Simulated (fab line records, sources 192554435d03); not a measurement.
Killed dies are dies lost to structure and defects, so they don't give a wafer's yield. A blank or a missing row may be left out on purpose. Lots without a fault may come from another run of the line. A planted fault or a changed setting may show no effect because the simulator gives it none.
Chamber matching | flow n5_finfet | N5_BEOL_M3_VIA_ETCH_34 on rie_diel-01: 4 sister chambers
The step etches the open film in C4F6/O2, target depth 69.4 nm, time 65.9 s. 4 wafers are shown with their chamber, then 7 later ones without.

WAFERS WITH THEIR CHAMBER
wafer  | chamber | showerhead_plenum_p_Torr (Torr)
L090.4 | 0       | 3.00
L091.4 | 2       | 2.79
L094.1 | 1       | 2.91
L094.3 | 3       | 2.73

WAFERS WITHOUT THEIR CHAMBER
wafer  | showerhead_plenum_p_Torr (Torr)
L094.4 | 2.99
L095.2 | 2.79
L095.3 | 2.99
L095.4 | 2.79
L096.3 | 2.99
L096.4 | 2.79
L096.5 | 2.99

WHICH CHAMBER EACH WENT THROUGH
wafer  | from the rows above | in truth
L094.4 | 0                   | 0
L095.2 | 2                   | 2
L095.3 | 0                   | 0
L095.4 | 2                   | 2
L096.3 | 0                   | 0
L096.4 | 2                   | 2
L096.5 | 0                   | 0
Placed correctly: 7 of 7. Can't be placed from these rows: 0. Placed wrongly: 0.
How it was worked out, from the rows above alone: a wafer's distance from a chamber is the root of the sum, over the readings, of the square of ((its reading less the chamber's mean) divided by the reading's scatter). The wafer belongs to the nearest chamber; if the next one is less than 2 further off, it can't be placed. A chamber's mean is the mean of its shown wafers. The scatter: with one shown wafer a chamber, the root of the mean of the squares of how far each hidden wafer lies from its nearest shown one.
